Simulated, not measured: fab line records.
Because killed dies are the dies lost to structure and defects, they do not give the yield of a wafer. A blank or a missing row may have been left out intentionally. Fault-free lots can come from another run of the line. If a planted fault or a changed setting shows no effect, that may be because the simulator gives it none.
Struck lot and sound lot, side by side | flow n5 finfet | 38 out of 1938 route steps
Sound: the wafers L947.1, L947.4, L947.6. The struck wafers were L943.1, L943.2, L943.4. The cause is named last.
At each step with rows: each side's tool, then ch and its chambers, then its first start. Under that, the readings that differ: sound wafers | struck wafers | difference of the means | sigmas: that difference in standard deviations of wafers without a fault.
alike: readings with means less than 2 such deviations apart, plus words and numbers identical on both sides. not compared: withheld readings, readings lacking a value on some wafer, bounds such as >300 that could conceal the same value, and numbers that have no deviation in the record and whose values overlap.
The two part at a step that has a row with sigmas, a row that says differs or no value, or rows on one side only. Numbers that have no deviation but don't overlap get no sigmas and don't part them. A reading missing from all wafers of one side parts the sides only when that side holds two or more wafers.

first, 12 steps without rows for these wafers: N5_BEOL_M3_SPUTTER_86 (material Cu, target thk 4.5 nm, time 8.29 s); N5_BEOL_M3_ANNEAL_87 (time 240 s); N5_BEOL_M3_SPUTTER_88 (material Cu, target thk 4.5 nm, time 8.29 s); N5_BEOL_M3_ANNEAL_89 (time 240 s); N5_BEOL_M3_SPUTTER_90 (material Cu, target thk 4.5 nm, time 8.29 s); N5_BEOL_M3_ANNEAL_91 (time 240 s); N5_BEOL_M3_SPUTTER_92 (material Cu, target thk 4.5 nm, time 8.29 s); N5_BEOL_M3_ANNEAL_93 (time 240 s); N5_BEOL_M3_SPUTTER_94 (material Cu, target thk 4.5 nm, time 8.29 s); N5_BEOL_M3_ANNEAL_95 (time 240 s); N5_BEOL_M3_SPUTTER_96 (material Cu, target thk 4.5 nm, time 8.29 s); N5_BEOL_M3_ECD_50 (material Cu, target thk 300 nm).
N5_BEOL_M3_ANNEAL_51: time 90 s.
  sound on rtp anneal-01 ch 0, day 12 21:47; struck on rtp anneal-01, day 12 02:17
  no value came back on the struck wafers for anneal temp c (C), anneal temp c max, wafer_temp_C_max; on the sound wafers anneal temp c (C) reads 225.14 225.02 224.80
N5_BEOL_M3_CMP_52: polishes, stops on SiOC, t overpolish 6.8 s, target thk 40 nm.
  sound on cmp-04 ch 0,1,2, day 12 22:07; struck on cmp-02 ch 1,2,3, day 12 02:35
  reading                      | sound          | struck         | difference | sigmas
  barrier field endpoint s (s) | 23.9 25.1 25.0 | 29.3 28.3 28.0 | +3.9       | +7
  time to endpoint s (s)       | 62 66 61       | 81 79 82       | +18        | +6
  alike: motor current A, overpolish run s
then, 4 steps without rows for these wafers: N5_BEOL_M3_PRE_CLEAN_60 (time 15 s); N5_BEOL_M3_CO_CAP_55 (material Co, precursor CCTBA/H2, target thk 2 nm, time 102.1 s); N5_BEOL_M3_PRE_CLEAN_56 (time 15 s); N5_BEOL_M3_DEP_57 (deposits SiCN from 3MS/NH3, target thk 8 nm, time 14 s).
N5_BEOL_M3_RS_MEAS_58: measures by four-point-probe.
  sound on film metro-01, day 12 22:38; struck on film metro-01, day 12 03:08
  reading        | sound          | struck         | difference | sigmas
  M3_RS (ohm/sq) | 0.71 0.67 0.72 | 0.88 0.94 0.80 | +0.17      | +5
then, 17 steps without rows for these wafers: N5_BEOL_M4_ILD_DEP_00 (deposits SiOC from DEMS/O2, target thk 79 nm, time 15.3 s); N5_BEOL_M4_PECVD_72 (deposits SiO2 from TEOS/O2, target thk 16 nm, time 18 s); N5_BEOL_M4_HM_DEP_02 (deposits TiN, target thk 20 nm); N5_BEOL_M4_COAT_61 (time 60 s, resist thk 60 nm); N5_BEOL_M4_COAT_62 (time 60 s, resist thk 12 nm); N5_BEOL_M4_COAT_73 (time 60 s, resist thk 5 nm); N5_BEOL_M4_COAT_05 (resist thk 30 nm); N5_BEOL_M4_EBR_07; N5_BEOL_M4_SOFTBAKE_06 (time 60 s); N5_BEOL_M4_EXPOSE_08 (exposes mask M4); N5_BEOL_M4_PEB_09 (peb time 60 s); N5_BEOL_M4_DEVELOP_10 (develop time 30 s); N5_BEOL_M4_DESCUM_16 (chemistry O2, time 7 s); N5_BEOL_M4_ETCH_74 (etches underlayer in N2/H2, target depth 6.5 nm, time 5.2 s); N5_BEOL_M4_ETCH_63 (etches SiARC in CF4, target depth 15.6 nm, time 26 s); N5_BEOL_M4_ETCH_64 (etches SOC in N2/H2, target depth 75 nm, overetch 22.5 nm, time 121.9 s); N5_BEOL_M4_STRIP_65 (strips in N2/H2).
N5_BEOL_M4_RC_MEAS_101:
  sound on prober-02 ch 0, day 13 14:20; struck on prober-02 ch 0, day 12 18:40
  reading        | sound          | struck    | difference | sigmas
  DIBL_P (mV/V)  | 35.1 32.7 37.9 | 42.3 39.0 | +5.4       | +2
  IOFF_N (nA/um) | 0.15 0.12 0.21 | 0.28 0.19 | +0.08      | +2
  VT_N (mV)      | 252 252 247    | 242 242   | -8         | -2
  alike: DIBL_N, IOFF_P, ION_N, ION_P, SS_N, SS_P, VT_P
  not compared: COMB_M3_max_site
-- the record jumps here: 5 days lie between the struck wafers' starts before and after (it left off in module BEOL_M4 and takes up again in module PASSIVATION, whose first step shown is number 1936 of the route) --
N5_PASSIVATION_PROBE_49:
  sound on prober-02, day 18 00:32; struck on prober-01, day 17 14:10
  reading                  | sound          | struck         | difference | sigmas
  defect limited yield (%) | 92.1 91.4 90.8 | 74.7 44.5 40.5 | -38.2      | -27
  killed_at_M0_to_M3       | 31 46 41       | 219 591 639    | +444       | +48
  killed dies              | 93 102 108     | 299 655 702    | +451       | +27
  sort_bin_4_leakage (%)   | 0 0 0          | 0.25 0 0.25    | +0.17      | +5
  sort n pass              | 1087 1078 1072 | 878 525 475    | -453       | -27
  sort yield pct (%)       | 92.1 91.4 90.8 | 74.4 44.5 40.3 | -38.4      | -27
  alike: killed_at_M4_up, killed at contacts, killed at front end, killed at other, killed on rim, killed open, killed short, sort_bin_5_function, sort_bin_6_memory, sort_bin_8_speed

== WHERE THEY PART ==
First at N5_BEOL_M3_ANNEAL_51; last, within this record, at N5_PASSIVATION_PROBE_49.

WHY: what had been put in by the simulator
Beginning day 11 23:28, the whole step at N5_BEOL_M3_ANNEAL_51 was skipped on rtp anneal-01. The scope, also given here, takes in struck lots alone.
